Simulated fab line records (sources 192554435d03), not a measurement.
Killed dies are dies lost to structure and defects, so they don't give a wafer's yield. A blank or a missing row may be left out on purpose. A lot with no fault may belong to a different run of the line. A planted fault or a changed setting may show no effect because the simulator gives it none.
What tool caused it? | flow n5Finfet | 10 lots with 29 wafers sampled at 5 steps, on a route of 1938 steps

WHAT THE GAUGES SHOWED, per wafer
N5_BEOL_M4_INSPECT_59: inspects for defects (darkfield). Usual: rawDefectCount reads 76 (standard deviation 24).
lot  | measured     | on               | rawDefectCount | flag
L573 | day 8 14:49  | defectInspect-01 | 108 79 90      | 
L576 | day 8 21:32  | defectInspect-01 | 55 88 99       | 
L577 | day 9 07:24  | defectInspect-01 | 78 84 70       | 
L579 | day 9 09:37  | defectInspect-02 | 108 71 81      | 
L580 | day 10 07:17 | defectInspect-02 | 56 51 52       | 
L581 | day 10 10:52 | defectInspect-01 | 114 76 105     | 
L582 | day 10 13:24 | defectInspect-01 | 88 83 69       | 
L583 | day 10 13:50 | defectInspect-01 | 40 109 88      | 
L585 | day 11 17:08 | defectInspect-02 | 57 91 53       | 
L586 | day 11 19:14 | defectInspect-02 | 76 69          | 

N5_BEOL_M4_RC_MEAS_101. Usual: CJ_N 4.30, standard deviation 0.078; DIBL_N 36.5 mV/V, standard deviation 2; DIBL_P 36.5 mV/V, standard deviation 2.3; IOFF_N 0.16 nA/um, standard deviation 0.036; IOFF_P 0.21 nA/um, standard deviation 0.037; ION_N 672 uA/um, standard deviation 12; ION_P 459 uA/um, standard deviation 7.1; SS_N 71.6 mV/dec, standard deviation 0.73; SS_P 73.4 mV/dec, standard deviation 0.76; VT_N 250 mV, standard deviation 3.3; VT_P -250.5 mV, standard deviation 2.9.
lot  | measured     | on        | CJ_N           | DIBL_N (mV/V)  | DIBL_P (mV/V)  | IOFF_N (nA/um) | IOFF_P (nA/um) | ION_N (uA/um) | ION_P (uA/um) | SS_N (mV/dec)  | SS_P (mV/dec)  | VT_N (mV)   | VT_P (mV)            | flag
L573 | day 8 14:59  | prober-02 | 4.35 4.35 4.35 | 31.8 33.0 34.4 | 34.0 34.7 37.4 | 0.12 0.13 0.16 | 0.17 0.17 0.20 | 671 659 675   | 462 450 461   | 71.2 70.6 70.9 | 72.4 72.4 73.5 | 252 254 250 | -250.3 -253.8 -249.8 | 
L576 | day 8 21:33  | prober-02 | 4.32 4.27 4.19 | 36.7 34.8 35.7 | 36.7 35.0 36.1 | 0.18 0.14 0.16 | 0.21 0.19 0.20 | 680 679 670   | 458 463 464   | 71.9 71.4 71.3 | 73.9 73.4 73.5 | 246 251 249 | -251.4 -252.9 -251.7 | 
L577 | day 9 07:25  | prober-01 | 4.45 4.38 4.34 | 40.0 40.9 35.9 | 39.5 41.1 34.9 | 0.23 0.25 0.14 | 0.28 0.32 0.19 | 695 679 657   | 472 457 451   | 72.2 72.4 71.0 | 74.4 74.7 73.1 | 246 245 251 | -246.4 -248.5 -251.8 | 
L579 | day 9 09:58  | prober-02 | 4.37 4.37 4.34 | 37.3 36.1 35.4 | 35.9 35.1 33.9 | 0.20 0.18 0.17 | 0.24 0.24 0.21 | 665 679 689   | 450 467 470   | 71.8 71.3 71.3 | 73.2 73.1 73.8 | 244 249 246 | -250.3 -250.9 -248.8 | 
L580 | day 10 07:19 | prober-01 | 4.36 4.26 4.30 | 36.5 38.1 37.2 | 35.9 39.1 37.3 | 0.14 0.18 0.16 | 0.19 0.24 0.21 | 661 683 671   | 453 469 459   | 72.5 72.6 72.4 | 72.6 73.7 73.2 | 251 249 249 | -252.4 -247.1 -249.2 | 
L581 | day 10 11:02 | prober-01 | 4.22 4.25 4.34 | 36.7 34.2 36.2 | 35.7 33.3 34.4 | 0.15 0.12 0.14 | 0.18 0.16 0.17 | 670 660 665   | 459 451 450   | 70.9 70.6 70.7 | 73.6 72.8 73.2 | 249 252 250 | -253.0 -255.4 -252.7 | 
L582 | day 10 13:35 | prober-02 | 4.26 4.24 4.21 | 37.6 36.0 33.6 | 38.5 36.5 33.9 | 0.18 0.15 0.11 | 0.23 0.19 0.16 | 675 680 664   | 461 461 451   | 72.6 71.7 70.6 | 74.5 73.3 72.6 | 248 249 255 | -248.7 -250.3 -253.8 | 
L583 | day 10 13:52 | prober-01 | 4.27 4.30 4.35 | 34.3 33.8 31.9 | 35.4 33.2 32.0 | 0.13 0.11 0.10 | 0.20 0.16 0.16 | 664 630 658   | 462 439 459   | 71.3 72.2 71.1 | 72.5 72.7 72.3 | 253 259 255 | -249.4 -255.7 -251.8 | 
L585 | day 11 17:28 | prober-01 | 4.23 4.39 3.93 | 38.3 39.4 37.3 | 36.8 37.8 37.5 | 0.19 0.24 0.18 | 0.25 0.27 0.27 | 684 693 672   | 464 465 462   | 71.7 72.8 71.8 | 74.4 74.5 74.3 | 245 243 249 | -248.6 -247.5 -247.8 | 
L586 | day 11 19:43 | prober-01 | 3.89 4.27      | 35.1 37.3      | 36.3 38.8      | 0.14 0.20      | 0.21 0.25      | 644 669       | 446 463       | 72.0 72.6      | 73.4 73.4      | 252 247     | -249.7 -246.2        | 

WHICH TOOL RAN EACH LOT (tool, then ch and the chambers of the sampled wafers, then the start)
lot  | N5_SD_EPI_N_SD_RECESS_17       | N5_BEOL_M4_SPUTTER_90       | N5_BEOL_M4_CMP_52
L573 | rieSi-03 ch 2,3, day 3 02:57   | pvdSputter-01, day 8 13:04  | cmp-03 ch 1,2,3, day 8 14:18
L576 | rieSi-02 ch 1,2,3, day 3 18:31 | pvdSputter-01, day 8 19:47  | cmp-03 ch 0,2, day 8 20:57
L577 | rieSi-02 ch 0,1,2, day 4 01:23 | pvdSputter-02, day 9 05:25  | cmp-03 ch 1,2,3, day 9 06:48
L579 | rieSi-02 ch 1,3, day 4 15:10   | pvdSputter-02, day 9 07:37  | cmp-03 ch 0,2,3, day 9 09:05
L580 | rieSi-02 ch 2,3, day 4 19:21   | pvdSputter-01, day 10 05:19 | cmp-03 ch 1,2,3, day 10 06:47
L581 | rieSi-02 ch 1,2, day 5 05:12   | pvdSputter-02, day 10 08:52 | cmp-03 ch 0,2,3, day 10 10:16
L582 | rieSi-05 ch 0,1, day 5 10:03   | pvdSputter-02, day 10 11:40 | cmp-02 ch 0,2,3, day 10 12:53
L583 | rieSi-05 ch 0,1, day 5 14:45   | pvdSputter-03, day 10 12:01 | cmp-04 ch 0,1,3, day 10 13:18
L585 | rieSi-05 ch 1,2, day 6 02:40   | pvdSputter-02, day 11 15:14 | cmp-02 ch 0,1, day 11 16:35
L586 | rieSi-05 ch 0,1, day 6 09:37   | pvdSputter-01, day 11 17:27 | cmp-04 ch 1, day 11 18:37
- N5_SD_EPI_N_SD_RECESS_17: chemistry HBr/Cl2/O2, target depth 41 nm, time 23.7 s, bt time 3 s.
- N5_BEOL_M4_SPUTTER_90: material Cu, target thk 4.5 nm, time 8.29 s.
- N5_BEOL_M4_CMP_52: polishes, stops on SiOC, t overpolish 6.8 s, target thk 40 nm.

AS READ BY THE TOOLS THEMSELVES (means over the sampled wafers that have a number; for cases with no such wafer, the mark the record gives instead)
N5_SD_EPI_N_SD_RECESS_17. Usual: drypumpMotorCurrentA 5.6 A, standard deviation 0.3; oes_o_777_au 0.994 a.u., standard deviation 0.024; oesProductAu 0.994 a.u., standard deviation 0.016; throttleValvePct 37.1 %, standard deviation 0.33.
lot  | tool     | drypumpMotorCurrentA (A) | oes_o_777_au (a.u.) | oesProductAu (a.u.) | throttleValvePct (%) | flag
L573 | rieSi-03 | 5.8                      | 1.008               | 1.008               | 37.4                 | 
L576 | rieSi-02 | 5.5                      | 0.985               | 0.991               | 37.0                 | 
L577 | rieSi-02 | 5.8                      | 0.983               | 0.993               | 37.2                 | 
L579 | rieSi-02 | 5.4                      | 0.994               | 0.996               | 36.9                 | 
L580 | rieSi-02 | 5.4                      | 0.982               | 0.993               | 37.0                 | 
L581 | rieSi-02 | 5.6                      | 0.994               | 0.992               | 37.1                 | 
L582 | rieSi-05 | 5.5                      | 0.975               | 0.973               | 37.2                 | 
L583 | rieSi-05 | 5.7                      | 0.988               | 0.986               | 37.4                 | 
L585 | rieSi-05 | 5.6                      | 1.014               | 1.000               | 37.2                 | 
L586 | rieSi-05 | 5.6                      | 0.982               | 0.980               | 37.3                 | 

N5_BEOL_M4_SPUTTER_90. Usual: throttleValvePct reads 30.0 % (standard deviation 0.83).
lot  | tool          | throttleValvePct (%) | flag
L573 | pvdSputter-01 | 29.4                 | 
L576 | pvdSputter-01 | 30.1                 | 
L577 | pvdSputter-02 | 29.3                 | 
L579 | pvdSputter-02 | 30.1                 | 
L580 | pvdSputter-01 | 29.3                 | 
L581 | pvdSputter-02 | 29.9                 | 
L582 | pvdSputter-02 | 30.0                 | 
L583 | pvdSputter-03 | 30.8                 | 
L585 | pvdSputter-02 | 29.5                 | 
L586 | pvdSputter-01 | 29.1                 | 

N5_BEOL_M4_CMP_52. Usual: barrierFieldEndpointS 24.7 s, standard deviation 0.63; motorCurrentA 6.1 A, standard deviation 0.62; overpolishRunS 6.799 s, standard deviation 0.0095; timeToEndpointS 62.4 s, standard deviation 3.
lot  | tool   | barrierFieldEndpointS (s) | motorCurrentA (A) | overpolishRunS (s) | timeToEndpointS (s) | flag
L573 | cmp-03 | 24.4                      | 6.5               | 6.796              | 61.3                | 
L576 | cmp-03 | 25.0                      | 6.0               | 6.796              | 62.9                | 
L577 | cmp-03 | 24.6                      | 6.7               | 6.811              | 62.8                | 
L579 | cmp-03 | 24.8                      | 6.2               | 6.803              | 64.0                | 
L580 | cmp-03 | 24.3                      | 6.6               | 6.798              | 62.4                | 
L581 | cmp-03 | 25.0                      | 6.0               | 6.801              | 65.6                | 
L582 | cmp-02 | 25.0                      | 5.5               | 6.798              | 64.2                | 
L583 | cmp-04 | 25.2                      | 6.2               | 6.794              | 60.6                | 
L585 | cmp-02 | 24.5                      | 5.3               | 6.793              | 59.5                | 
L586 | cmp-04 | 24.8                      | 5.7               | 6.808              | 58.2                | 

THE ANSWER, worked out from the rows above alone
Rule: take the mean of a lot's wafers that have a number; if it is more than 3 standard deviations from the usual mean, the lot is off. A lot without any number at a reading at which 4 lots or more have one is off too. The other lots that the step has rows for count as sound. First the gauges in route order, then the tools' own readings, where a lot's mean is used as printed above. At the first step where some lot is off, the reading lying furthest off is the one used; lots without a number count as furthest.
None of the lots is off at any reading shown; this tells nothing.

WHAT THE SIMULATOR HAD PUT IN
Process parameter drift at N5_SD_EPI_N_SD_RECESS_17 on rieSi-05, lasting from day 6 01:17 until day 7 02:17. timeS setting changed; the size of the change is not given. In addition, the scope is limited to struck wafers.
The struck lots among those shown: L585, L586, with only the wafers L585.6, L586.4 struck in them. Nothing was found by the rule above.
